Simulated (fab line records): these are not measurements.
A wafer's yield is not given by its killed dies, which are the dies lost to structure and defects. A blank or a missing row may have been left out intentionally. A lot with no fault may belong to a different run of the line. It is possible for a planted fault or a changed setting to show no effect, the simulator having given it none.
Which tool is to blame? -- flow n5_finfet -- 11 lots, 33 wafers sampled, at 5 steps of a route of 1938

== WHAT EACH GAUGE READ, for each wafer ==
N5_SD_EPI_N_INSPECT_26: inspects for defects (darkfield).
lot,measured,on,raw_defect_count
L721,day 3 09:29,defect_inspect-02,291 242 219
L724,day 4 04:51,defect_inspect-01,193 151 232
L725,day 4 11:15,defect_inspect-01,205 195 234
L728,day 5 03:52,defect_inspect-01,158 178 204
L729,day 5 10:38,defect_inspect-02,186 232 136
L737,day 7 10:04,defect_inspect-01,118 123 169
L738,day 7 15:49,defect_inspect-01,154 142 202
L740,day 8 02:58,defect_inspect-01,284 291 284
L741,day 8 10:29,defect_inspect-02,187 210 232
L742,day 8 16:46,defect_inspect-02,151 254 276
L743,day 8 23:44,defect_inspect-02,142 149 185

N5_SD_EPI_P_INSPECT_26: inspects for defects (darkfield).
lot,measured,on,raw_defect_count
L721,day 3 13:34,defect_inspect-02,255 198 170
L724,day 4 09:11,defect_inspect-02,175 123 221
L725,day 4 15:29,defect_inspect-01,171 148 184
L728,day 5 08:04,defect_inspect-01,150 197 177
L729,day 5 14:50,defect_inspect-01,127 226 150
L737,day 7 14:08,defect_inspect-01,68 95 131
L738,day 7 20:04,defect_inspect-01,113 90 145
L740,day 8 07:16,defect_inspect-02,265 215 209
L741,day 8 14:52,defect_inspect-01,157 169 157
L742,day 8 21:10,defect_inspect-02,141 240 250
L743,day 9 03:58,defect_inspect-02,116 121 165

N5_BEOL_M4_RC_MEAS_101.
lot,measured,on,DIBL_N (mV/V),DIBL_P (mV/V),IOFF_N (nA/um),IOFF_P (nA/um),ION_N (uA/um),ION_P (uA/um),SS_N (mV/dec),SS_P (mV/dec),VT_N (mV),VT_P (mV)
L721,day 8 16:08,prober-02,37.9 37.5 36.5,37.5 37.1 36.5,0.20 0.21 0.18,0.24 0.24 0.22,697 696 685,470 476 471,71.8 71.3 71.8,73.1 73.3 72.8,243 242 245,-249 -247 -247
L724,day 9 01:47,prober-01,36.3 34.4 34.7,33.9 33.5 33.9,0.14 0.12 0.13,0.18 0.17 0.18,665 663 664,453 453 450,71.0 69.8 70.3,72.9 73.0 72.3,254 252 253,-248 -250 -249
L725,day 9 09:56,prober-02,39.0 38.7 37.0,38.2 38.2 35.9,0.21 0.20 0.17,0.26 0.27 0.22,685 683 674,469 470 462,71.9 72.0 70.7,74.1 73.8 73.3,248 243 250,-247 -246 -247
L728,day 10 12:07,prober-01,32.2 34.2 36.4,31.4 33.7 36.5,0.11 0.13 0.17,0.16 0.19 0.23,670 657 683,459 451 465,69.9 69.8 71.2,72.1 73.2 74.2,254 250 249,-251 -253 -249
L729,day 10 05:56,prober-02,34.7 36.8 37.5,33.5 34.8 36.9,0.12 0.16 0.18,0.15 0.16 0.20,657 676 683,450 452 455,71.4 71.7 71.2,73.0 72.9 73.3,250 249 248,-257 -256 -254
L740,day 13 01:03,prober-02,37.4 36.9 37.0,38.3 37.2 37.3,0.16 0.16 0.16,0.22 0.21 0.21,676 682 667,461 461 463,71.4 70.6 71.3,74.0 73.2 72.6,251 250 250,-249 -251 -248
L741,day 13 05:24,prober-01,35.0 35.4 38.7,34.1 34.3 38.4,0.12 0.12 0.18,0.17 0.17 0.23,665 669 678,457 455 464,71.3 71.1 72.1,72.2 72.6 74.3,252 252 247,-251 -255 -248
L742,day 13 22:52,prober-02,38.3 36.6 35.1,38.7 36.7 35.0,0.19 0.14 0.14,0.25 0.23 0.20,673 654 668,469 459 462,72.7 71.7 71.7,73.5 73.3 73.1,246 253 250,-248 -248 -249
L743,day 13 22:10,prober-01,39.0 36.7 35.6,37.7 36.5 34.4,0.19 0.16 0.13,0.24 0.24 0.19,679 689 679,463 480 464,73.4 70.5 71.2,74.3 73.0 72.9,246 248 250,-247 -246 -252

== WHICH TOOL RAN EACH LOT (tool, then ch and the chambers of the sampled wafers, then the start) ==
lot,N5_SD_EPI_N_ETCH_16,N5_SD_EPI_P_EPI_21
L721,"rie_diel-02 ch 0,1,3, day 3 06:08","epi_rpcvd-02 ch 0, day 3 11:34"
L724,"rie_diel-02 ch 0,1,3, day 4 00:26","epi_rpcvd-03 ch 0, day 4 07:04"
L725,"rie_diel-06 ch 0,2,3, day 4 07:53","epi_rpcvd-03 ch 0, day 4 13:07"
L728,"rie_diel-06 ch 0,1,3, day 5 00:10","epi_rpcvd-04 ch 0, day 5 06:04"
L729,"rie_diel-03 ch 0,1,3, day 5 07:17","epi_rpcvd-04 ch 0, day 5 12:28"
L737,"rie_diel-06 ch 0,1,2, day 7 06:43","epi_rpcvd-04, day 7 12:08"
L738,"rie_diel-03 ch 0,2,3, day 7 11:39","epi_rpcvd-04, day 7 17:42"
L740,"rie_diel-02 ch 0,1,3, day 7 23:38","epi_rpcvd-04 ch 0, day 8 04:53"
L741,"rie_diel-03 ch 1,2, day 8 06:20","epi_rpcvd-04 ch 0, day 8 12:29"
L742,"rie_diel-03 ch 1,2, day 8 11:53","epi_rpcvd-04 ch 0, day 8 19:09"
L743,"rie_diel-06 ch 0,1, day 8 19:32","epi_rpcvd-04 ch 0, day 9 01:34"
- N5_SD_EPI_N_ETCH_16: etches SiO2 in CHF3/O2, target depth 5 nm.
- N5_SD_EPI_P_EPI_21: deposits SiGe:B, time 355 s.

== AS READ BY THE TOOLS THEMSELVES (means over the sampled wafers that have a number; for cases with no such wafer, the mark the record gives instead) ==
N5_SD_EPI_N_ETCH_16.
lot,tool,drypump_motor_current_A (A),oes_product_au (a.u.),rf_vpp_V (V),showerhead_plenum_p_Torr (Torr),throttle_valve_pct (%)
L721,rie_diel-02,5.7,0.74,527,2.43,19.04
L724,rie_diel-02,5.7,0.75,526,2.43,19.05
L725,rie_diel-06,5.8,0.75,515,2.37,18.92
L728,rie_diel-06,5.5,0.76,527,2.41,18.94
L729,rie_diel-03,5.6,0.81,518,2.45,18.77
L737,rie_diel-06,5.8,0.73,526,2.40,19.16
L738,rie_diel-03,5.8,0.78,521,2.41,18.76
L740,rie_diel-02,5.7,0.72,526,2.42,19.10
L741,rie_diel-03,5.6,0.71,509,2.45,18.84
L742,rie_diel-03,5.8,0.70,511,2.41,18.80
L743,rie_diel-06,5.5,0.73,535,2.43,19.21

N5_SD_EPI_P_EPI_21.
lot,tool,chamber_pressure_Torr (Torr)
L721,epi_rpcvd-02,20.05
L724,epi_rpcvd-03,20.06
L725,epi_rpcvd-03,19.97
L728,epi_rpcvd-04,20.05
L729,epi_rpcvd-04,19.96
L737,epi_rpcvd-04,-
L738,epi_rpcvd-04,-
L740,epi_rpcvd-04,20.00
L741,epi_rpcvd-04,19.99
L742,epi_rpcvd-04,20.01
L743,epi_rpcvd-04,19.99

== THE ANSWER, worked out from the rows above alone ==
Rule: usual is defined by the lots themselves. Put in order of their means at a reading, lots are off if they are a third of the lots or fewer, leave a main group of 4 or more, and stand apart from it by a gap of 3 or more times the standard deviation of the main group's means; of several such gaps the widest counts. A main group is skipped when, at the precision printed for the reading in the tables above, its means are all equal. Also off: a lot with no number at a reading for which 4 or more lots have one. Any other lot the step has rows for is counted as sound. After the gauges, taken in route order, come the tools' own readings; for these a lot's mean is taken, as printed above. The first step at which some lot is off is used, and at that step the reading that is off furthest; a lot without a number counts as furthest.
Off: L737, L738 (N5_SD_EPI_P_EPI_21, chamber_pressure_Torr). Without a number there: L737, L738. The main group: mean 20.01 Torr, standard deviation 0.034.
If a tool, at that step or one of the process steps before it, ran each lot that is off and ran no sound lot following the first of them, it fits. Of those tried, none fits.

== WHAT WAS PUT IN BY THE SIMULATOR ==
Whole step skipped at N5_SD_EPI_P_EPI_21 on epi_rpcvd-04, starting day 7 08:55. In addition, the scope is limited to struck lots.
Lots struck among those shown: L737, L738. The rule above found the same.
